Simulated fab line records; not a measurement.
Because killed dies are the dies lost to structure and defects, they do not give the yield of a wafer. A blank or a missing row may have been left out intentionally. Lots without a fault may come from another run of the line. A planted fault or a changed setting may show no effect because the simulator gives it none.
Matching of chambers + flow n5 finfet + N5_MOL_CONTACT_COAG_ALD_133 on ald sin-03 has 4 sister chambers
The step deposits SiO2, target thk 5 nm, pulse time 1 s, co reactant pulse time 1 s. 8 wafers are shown with their chamber, then 9 later ones without.

== WAFERS, EACH WITH ITS CHAMBER ==
| wafer  | chamber | heater power w (W) | precursor pulse height rel |
|--------|---------|--------------------|----------------------------|
| L075.6 | 3       | 92                 | 0.978                      |
| L090.3 | 3       | 94                 | 0.992                      |
| L090.5 | 1       | 82                 | 0.991                      |
| L091.3 | 0       | 71                 | 0.987                      |
| L091.6 | 2       | 81                 | 1.008                      |
| L092.3 | 0       | 71                 | 1.018                      |
| L092.5 | 1       | 79                 | 0.991                      |
| L092.6 | 2       | 79                 | 1.003                      |

== WAFERS WITHOUT THEIR CHAMBER ==
| wafer  | heater power w (W) | precursor pulse height rel |
|--------|--------------------|----------------------------|
| L093.1 | 71                 | 0.978                      |
| L093.2 | 80                 | 0.997                      |
| L093.3 | 80                 | 1.016                      |
| L093.4 | 93                 | 1.046                      |
| L093.5 | 72                 | 1.008                      |
| L093.6 | 79                 | 0.990                      |
| L096.1 | 70                 | 1.010                      |
| L096.2 | 79                 | 0.996                      |
| L096.6 | 93                 | 1.003                      |

== WHICH CHAMBER EACH WENT THROUGH ==
| wafer  | from the rows above     | in truth |
|--------|-------------------------|----------|
| L093.1 | 0                       | 0        |
| L093.2 | can't be placed: 1 or 2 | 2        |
| L093.3 | can't be placed: 2 or 1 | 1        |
| L093.4 | 3                       | 3        |
| L093.5 | 0                       | 0        |
| L093.6 | can't be placed: 1 or 2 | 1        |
| L096.1 | 0                       | 0        |
| L096.2 | can't be placed: 2 or 1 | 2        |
| L096.6 | 3                       | 3        |
Placed correctly: 5 of 9. Unplaceable from these rows: 4, with the true chamber sitting among the candidates in 4. Number placed wrongly: 0.
How it was worked out, from the rows above alone: a wafer's distance from a chamber is the root of the sum, over the readings, of the square of ((its reading less the chamber's mean) divided by the reading's scatter). If the next closest chamber is less than 2 further off than the closest, the wafer can't be placed; otherwise it belongs to the closest. The mean given for a chamber averages the wafers shown for that chamber. The scatter: take each reading less its chamber's mean, square it, sum over the shown wafers, divide by the number of wafers less the number of chambers, and take the root.
